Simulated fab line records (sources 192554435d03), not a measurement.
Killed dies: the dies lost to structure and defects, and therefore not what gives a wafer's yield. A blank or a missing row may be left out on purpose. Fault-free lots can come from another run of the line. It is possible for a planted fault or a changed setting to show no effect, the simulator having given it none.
Which tool is to blame? :: flow n5 finfet :: Sampling: 9 lots, 26 wafers, 2 of 1938 route steps

== WHAT EACH GAUGE READ, for each wafer ==
N5_BEOL_M1_OVL_MEAS_29.
lot: L482
measured: day 7 00:25
on: overlay-01
V0_OVL (nm): -0.1 0.1 0.8

lot: L484
measured: day 7 10:02
on: overlay-02
V0_OVL (nm): 0.3 -0.5 -0.3

lot: L486
measured: day 7 21:59
on: overlay-01
V0_OVL (nm): -0.3 0.0 -0.1

lot: L488
measured: day 8 08:20
on: overlay-01
V0_OVL (nm): 0.7 1.0 0.9

lot: L490
measured: day 8 20:55
on: overlay-01
V0_OVL (nm): -0.1 -0.7

lot: L495
measured: day 9 23:29
on: overlay-01
V0_OVL (nm): -0.2 0.2 1.1

lot: L499
measured: day 10 22:11
on: overlay-01
V0_OVL (nm): 0.4 -0.1 0.3

lot: L500
measured: day 11 02:40
on: overlay-01
V0_OVL (nm): 0.1 -1.0 0.5

lot: L501
measured: day 11 14:29
on: overlay-01
V0_OVL (nm): 0.3 0.0 -0.4

== WHAT TOOL EACH LOT RAN ON (gives the tool, then ch and the chambers of the sampled wafers, and finally the start) ==
lot: L482
N5_BEOL_M1_HM_OPEN_17: rie metal-03 ch 0,1, day 6 23:47

lot: L484
N5_BEOL_M1_HM_OPEN_17: rie metal-03 ch 1, day 7 09:28

lot: L486
N5_BEOL_M1_HM_OPEN_17: rie metal-03 ch 0,1, day 7 21:22

lot: L488
N5_BEOL_M1_HM_OPEN_17: rie metal-01 ch 0,1, day 8 07:40

lot: L490
N5_BEOL_M1_HM_OPEN_17: rie metal-01 ch 1, day 8 20:24

lot: L495
N5_BEOL_M1_HM_OPEN_17: rie metal-01 ch 0,1, day 9 22:47

lot: L499
N5_BEOL_M1_HM_OPEN_17: rie metal-03 ch 0,1, day 10 21:32

lot: L500
N5_BEOL_M1_HM_OPEN_17: rie metal-03 ch 0,1, day 11 02:08

lot: L501
N5_BEOL_M1_HM_OPEN_17: rie metal-03 ch 0,1, day 11 13:49
- N5_BEOL_M1_HM_OPEN_17: chemistry Cl2/BCl3, target TiN, target depth 20 nm, overetch 6 nm.

== THE ANSWER, worked out from the rows above alone ==
Rule: what is usual is taken from the lots themselves. The widest of any qualifying gaps counts: lots, ordered by their means at a reading, are off when they make up no more than a third of the lots, leave a main group of 4 or more, and stand apart from it by 3 or more times the standard deviation of that group's means. A main group is skipped when, at the precision printed for the reading in the tables above, its means are all equal. Also off: a lot with no number at a reading for which 4 or more lots have one. The other lots that the step has rows for count as sound.
No lot is off at any reading shown: from this, nothing can be told.

== WHAT WAS PUT IN BY THE SIMULATOR ==
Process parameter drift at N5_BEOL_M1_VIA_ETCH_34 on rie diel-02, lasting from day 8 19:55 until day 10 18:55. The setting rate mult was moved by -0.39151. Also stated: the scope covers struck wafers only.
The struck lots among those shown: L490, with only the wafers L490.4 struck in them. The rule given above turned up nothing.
